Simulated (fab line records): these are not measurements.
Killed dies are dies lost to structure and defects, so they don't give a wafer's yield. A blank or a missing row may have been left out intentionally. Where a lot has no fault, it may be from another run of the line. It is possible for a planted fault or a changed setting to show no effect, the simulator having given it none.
Struck lot and sound lot, side by side + flow n5-finfet + 40 steps out of a route of 1938
Sound: these wafers, L850.2, L850.6. Wafers struck: L854.1, L854.4, L854.5. The cause is named last.
For every step that has rows: the tool of each side, followed by ch and its chambers, followed by its first start. Under that, the readings that differ: sound wafers + struck wafers + difference of the means + sigmas: that difference in standard deviations of wafers without a fault.
alike: a reading whose means differ by less than 2 such deviations, as well as words and numbers matching on both sides. not compared: withheld readings; readings where some wafer has no value; bounds like >300 that might hide an equal value; numbers whose values overlap and for which the record gives no deviation.
Wherever a step has rows on one side only, a row that says differs or no value, or a row with sigmas, the two part there. Numbers that don't overlap but have no deviation are shown without sigmas and don't part them. A reading that every wafer of one side lacks parts them only if that side has two wafers or more.

first, 12 steps without rows for these wafers: N5_FIN_SAQP_DESCUM_21 (chemistry O2, time 7.9 s); N5_FIN_SAQP_ETCH_51 (etches SiARC in CF4, target depth 45.5 nm, time 75.8 s); N5_FIN_SAQP_ETCH_52 (etches SOC in N2/H2, target depth 100 nm, overetch 20 nm, time 150 s); N5_FIN_SAQP_STRIP_53 (strips in N2/H2); N5_FIN_SAQP_HM_OPEN_73 (chemistry CHF3/O2, target SiO2, stops on a-Si, target depth 12 nm, time 16.8 s); N5_FIN_SAQP_STRIP_74 (strips in CHF3/O2); N5_FIN_SAQP_MANDREL_ETCH_22 (etches a-Si in HBr/Cl2, stops on SiNx, target depth 60 nm, bt time 10 s, time 30 s); N5_FIN_SAQP_STRIP_55 (strips in N2/H2); N5_FIN_SAQP_STRIP_23 (strips in SPM, time 750 s); N5_FIN_SAQP_SRD_66 (time 30 s); N5_FIN_SAQP_RECESS_75 (chemistry HF/NH3, target SiO2, target depth 14.4 nm, afs cycles 3, sublimation time 60 s); N5_FIN_SAQP_SPACER1_ALD_24 (deposits SiO2, target thk 20.3 nm, pulse time 1 s, purge time 2 s).
N5_FIN_SAQP_SPACER1_ETCHBACK_25: etches SiO2 in CHF3/O2, target depth 24.4 nm, time 12.2 s.
  sound on rie-diel-01 ch 0, day 3 11:52; struck on rie-diel-01 ch 0,1,3, day 4 12:12
  alike: O2_flow_sccm, drypump-motor-current-A, oes_f_703_au, oes-product-au, rf-vpp-V, showerhead-plenum-p-Torr, throttle-valve-pct
  not compared: rf-hours-counter-h
then, 21 steps without rows for these wafers: N5_FIN_SAQP_MANDREL1_REMOVE_56 (chemistry HBr/Cl2/O2, target a-Si, stops on SiNx, bt time 10 s); N5_FIN_SAQP_ETCH_57 (etches SiNx in CH3F/O2, target depth 32.5 nm, time 46.4 s); N5_FIN_SAQP_ETCH_65 (etches SiO2 in CF4, target depth 4 nm, time 4.4 s); N5_FIN_SAQP_MANDREL_ETCH_58 (etches a-Si in HBr/Cl2, stops on SiNx, target depth 45 nm, bt time 10 s, time 27 s); N5_FIN_SAQP_RECESS_63 (chemistry HF/NH3, target SiO2, target depth 18 nm, afs cycles 3, sublimation time 60 s); N5_FIN_SAQP_COAT_68 (time 60 s, resist thk 100 nm); N5_FIN_SAQP_ETCH_69 (etches SOC in N2/H2, stops on SiNx, target depth 150 nm); N5_FIN_SAQP_ETCH_67 (etches SiNx in CH3F/O2, target depth 30 nm); N5_FIN_SAQP_STRIP_70 (strips in N2/H2); N5_FIN_SAQP_RECESS_71 (chemistry HF/NH3, target SiO2, target depth 3 nm, afs cycles 1, sublimation time 60 s); N5_FIN_SAQP_SPACER2_ALD_28 (deposits SiO2, target thk 8.1 nm, pulse time 1 s, purge time 2 s); N5_FIN_SAQP_SPACER2_ETCHBACK_29 (etches SiO2 in CHF3/O2, target depth 12.2 nm, time 6.1 s); N5_FIN_SAQP_MANDREL2_REMOVE_60 (chemistry HBr/Cl2/O2, target a-Si, stops on SiNx, bt time 10 s); N5_FIN_SAQP_HM_OPEN_33 (chemistry CH3F/O2, target SiNx, target depth 49.4 nm, time 70.6 s); N5_FIN_SAQP_ETCH_34 (etches SiO2 in C4F6/O2, target depth 45 nm, time 15 s); N5_FIN_SAQP_STRIP_77 (strips in N2/H2, time 90 s); N5_FIN_SAQP_ETCH_64 (etches SiO2 in CF4, target depth 1.5 nm); N5_FIN_SAQP_FIN_ETCH_36 (etches the open film in HBr/Cl2/O2, target depth 120 nm, time 50.4 s); N5_FIN_SAQP_PRECLEAN_38 (cleans in O3/DIW, time 45 s); N5_FIN_SAQP_PRECLEAN_45 (cleans in dHF, time 10 s); N5_FIN_SAQP_SRD_39 (time 30 s).
N5_FIN_SAQP_INSPECT_40: inspects for defects (brightfield).
  sound: defect-inspect-02 at day 3 14:16; struck: defect-inspect-02 at day 4 14:53
| reading          | sound   | struck      | difference | sigmas |
|------------------|---------|-------------|------------|--------|
| raw-defect-count | 169 302 | 635 619 597 | +382       | +6     |
then, 2 steps without rows for these wafers: N5_FIN_CUT_COAT_18 (time 60 s, resist thk 230 nm); N5_FIN_CUT_COAT_19 (time 60 s, resist thk 20 nm).
N5_FIN_CUT_INSPECT_10: inspects for defects (brightfield).
  sound: defect-inspect-01 at day 3 14:40; struck: defect-inspect-02 at day 4 15:17
| reading          | sound | struck      | difference | sigmas |
|------------------|-------|-------------|------------|--------|
| raw-defect-count | 33 45 | 421 413 394 | +370       | +37    |
N5_FIN_CUT_INSPECT_17: inspects for defects (brightfield).
  sound: defect-inspect-02 at day 3 15:37; struck: defect-inspect-01 at day 4 16:13
| reading          | sound   | struck      | difference | sigmas |
|------------------|---------|-------------|------------|--------|
| raw-defect-count | 191 320 | 665 628 584 | +370       | +6     |
-- here the record skips 10 days between the struck wafers' starts before and after, leaving off in module FIN_CUT and picking up in module PASSIVATION (first step shown: number 1936 of the route) --
N5_PASSIVATION_PROBE_49:
  sound: prober-01 at day 13 04:35; struck: prober-02 at day 14 07:47
| reading             | sound   | struck      | difference | sigmas |
|---------------------|---------|-------------|------------|--------|
| killed-at-front-end | 48 50   | 126 131 103 | +71        | +6     |
| killed-dies         | 106 119 | 199 203 186 | +84        | +5     |
| killed-on-rim       | 11 13   | 31 12 27    | +11        | +3     |
  alike: killed_at_M0_to_M3, killed_at_M4_up, killed-at-contacts, killed-at-other, killed-open, killed-short

WHERE THEY PART
Earliest at N5_FIN_SAQP_INSPECT_40; latest, in this record, at N5_PASSIVATION_PROBE_49.

WHY: the cause the simulator had injected
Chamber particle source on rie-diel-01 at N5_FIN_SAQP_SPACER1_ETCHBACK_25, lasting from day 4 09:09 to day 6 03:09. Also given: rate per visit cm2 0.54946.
